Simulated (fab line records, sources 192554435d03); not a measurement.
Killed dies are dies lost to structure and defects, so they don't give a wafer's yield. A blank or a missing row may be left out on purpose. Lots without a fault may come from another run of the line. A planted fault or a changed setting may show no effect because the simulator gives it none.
A struck lot beside a sound one | flow n5_finfet | 38 steps out of a route of 1938
Sound: wafers L526.2, L526.3, L526.4. Struck: wafer L513.1. (L513.4 of the same lot was not struck and is left out.) The cause comes at the end.
At each step with rows: each side's tool, then ch and its chambers, then its first start. Under that, the readings that differ: sound wafers | struck wafers | difference of the means | sigmas: that difference in standard deviations of wafers without a fault.
alike: readings whose means differ by less than 2 such deviations, and words and numbers that are the same on both sides. not compared: withheld readings, readings that some wafer has no value for, bounds like >300 that may hide the same value, and numbers for which the record gives no deviation and whose values overlap.
The two part at a step that has a row with sigmas, a row that says differs or no value, or rows on one side only. Numbers that don't overlap but have no deviation are shown without sigmas and don't part them. A reading that every wafer of one side lacks parts them only if that side has two wafers or more.

first, 9 steps without rows for these wafers: N5_BEOL_M4_ANNEAL_95 (time 240 s); N5_BEOL_M4_SPUTTER_96 (material Cu, target thk 4.5 nm, time 8.29 s); N5_BEOL_M4_ECD_50 (material Cu, target thk 300 nm); N5_BEOL_M4_ANNEAL_51 (time 90 s); N5_BEOL_M4_CMP_52 (polishes, stops on SiOC, t overpolish 6.8 s, target thk 40 nm); N5_BEOL_M4_PRE_CLEAN_60 (time 15 s); N5_BEOL_M4_CO_CAP_55 (material Co, precursor CCTBA/H2, target thk 2 nm, time 102.1 s); N5_BEOL_M4_PRE_CLEAN_56 (time 15 s); N5_BEOL_M4_DEP_57 (deposits SiCN from 3MS/NH3, target thk 8 nm, time 14 s).
N5_BEOL_M4_RC_MEAS_101:
  sound on prober-02 ch 0, day 13 02:50; struck on prober-01 ch 0, day 9 21:01
  reading       | sound          | struck | difference | sigmas
  SS_P (mV/dec) | 74.6 73.8 74.0 | 72.9   | -1.2       | -2
  alike: DIBL_N, DIBL_P, IOFF_N, IOFF_P, ION_N, ION_P, SS_N, VT_N, VT_P
then, 24 steps without rows for these wafers: N5_BEOL_M5_ILD_DEP_00 (deposits SiCOH lowk from DEMS/porogen, target thk 140.64 nm, time 25.9 s); N5_BEOL_M5_CURE_79 (cures SiCOH lowk, time 240 s); N5_BEOL_M5_PECVD_70 (deposits SiO2 from TEOS/O2, target thk 16 nm, time 18 s); N5_BEOL_M5_HM_DEP_02 (deposits TiN, target thk 20 nm); N5_BEOL_M5_COAT_59 (time 60 s, resist thk 60 nm); N5_BEOL_M5_COAT_60 (time 60 s, resist thk 12 nm); N5_BEOL_M5_COAT_71 (time 60 s, resist thk 5 nm); N5_BEOL_M5_COAT_05 (resist thk 30 nm); N5_BEOL_M5_EBR_07; N5_BEOL_M5_SOFTBAKE_06 (time 60 s); N5_BEOL_M5_EXPOSE_08 (exposes mask M5, target cd 28 nm); N5_BEOL_M5_PEB_09 (peb time 60 s); N5_BEOL_M5_DEVELOP_10 (develop time 30 s); N5_BEOL_M5_DESCUM_16 (chemistry O2, time 7 s); N5_BEOL_M5_ETCH_72 (etches underlayer in N2/H2, target depth 6.5 nm, time 5.2 s); N5_BEOL_M5_ETCH_61 (etches SiARC in CF4, target depth 15.6 nm, time 26 s); N5_BEOL_M5_ETCH_62 (etches SOC in N2/H2, target depth 75 nm, overetch 15 nm, time 112.5 s); N5_BEOL_M5_STRIP_63 (strips in N2/H2); N5_BEOL_M5_STRIP_73 (strips in N2/H2); N5_BEOL_M5_STRIP_64 (strips in CF4); N5_BEOL_M5_HM_OPEN_17 (chemistry Cl2/BCl3, target TiN, target depth 20 nm, overetch 6 nm); N5_BEOL_M5_STRIP_19 (strips in O2); N5_BEOL_M5_COAT_65 (time 60 s, resist thk 60 nm); N5_BEOL_M5_COAT_66 (time 60 s, resist thk 12 nm).
-- the record jumps here: 3 days lie between the struck wafers' starts before and after (it left off in module BEOL_M5 and takes up again in module BEOL_M12, whose first step shown is number 1653 of the route) --
N5_BEOL_M12_CMP_49: polishes, stops on SiOC, t overpolish 20.6 s, target thk 320 nm.
  sound on cmp-03 ch 0,1,2, day 16 04:50; struck on cmp-03 ch 1, day 12 14:22
  reading                      | sound                | struck | difference | sigmas
  barrier_field_endpoint_s (s) | 31.0 30.8 31.8       | 60.7   | +29.5      | +51
  overpolish_run_s (s)         | 20.587 20.600 20.607 | 5.489  | -15.109    | -99 or more
  alike: motor_current_A
N5_BEOL_M12_THK_MEAS_50: measures by xrf.
  sound on film_metro-01, day 16 05:07; struck on film_metro-01, day 12 14:39
  reading      | sound       | struck | difference | sigmas
  M12_THK (nm) | 324 321 319 | 594    | +273       | +50
N5_BEOL_M12_INSPECT_55: inspects for defects (darkfield).
  sound on defect_inspect-02, day 16 05:18; struck on defect_inspect-02, day 12 14:48
  reading          | sound    | struck | difference | sigmas
  raw_defect_count | 44 74 54 | 4893   | +4836      | +99 or more
N5_PASSIVATION_PROBE_49:
  sound on prober-01, day 17 14:51; struck on prober-01, day 14 03:54
  reading                  | sound          | struck | difference | sigmas
  defect_limited_yield (%) | 90.0 91.1 91.9 | 0      | -91        | -57
  killed_at_M4_up          | 17 9 11        | 1109   | +1097      | +99 or more
  killed_dies              | 118 105 96     | 1180   | +1074      | +57
  killed_on_rim            | 16 14 13       | 152    | +138       | +34
  sort_n_pass              | 1062 1075 1084 | 0      | -1074      | -57
  sort_yield_pct (%)       | 90.0 91.1 91.9 | 0      | -91        | -57
  alike: killed_at_M0_to_M3, killed_at_contacts, killed_at_front_end, killed_at_other, killed_open, killed_short, sort_bin_5_function, sort_bin_6_memory

WHERE THEY PART
First at N5_BEOL_M4_RC_MEAS_101; last, within this record, at N5_PASSIVATION_PROBE_49.

WHY: what the simulator had put in
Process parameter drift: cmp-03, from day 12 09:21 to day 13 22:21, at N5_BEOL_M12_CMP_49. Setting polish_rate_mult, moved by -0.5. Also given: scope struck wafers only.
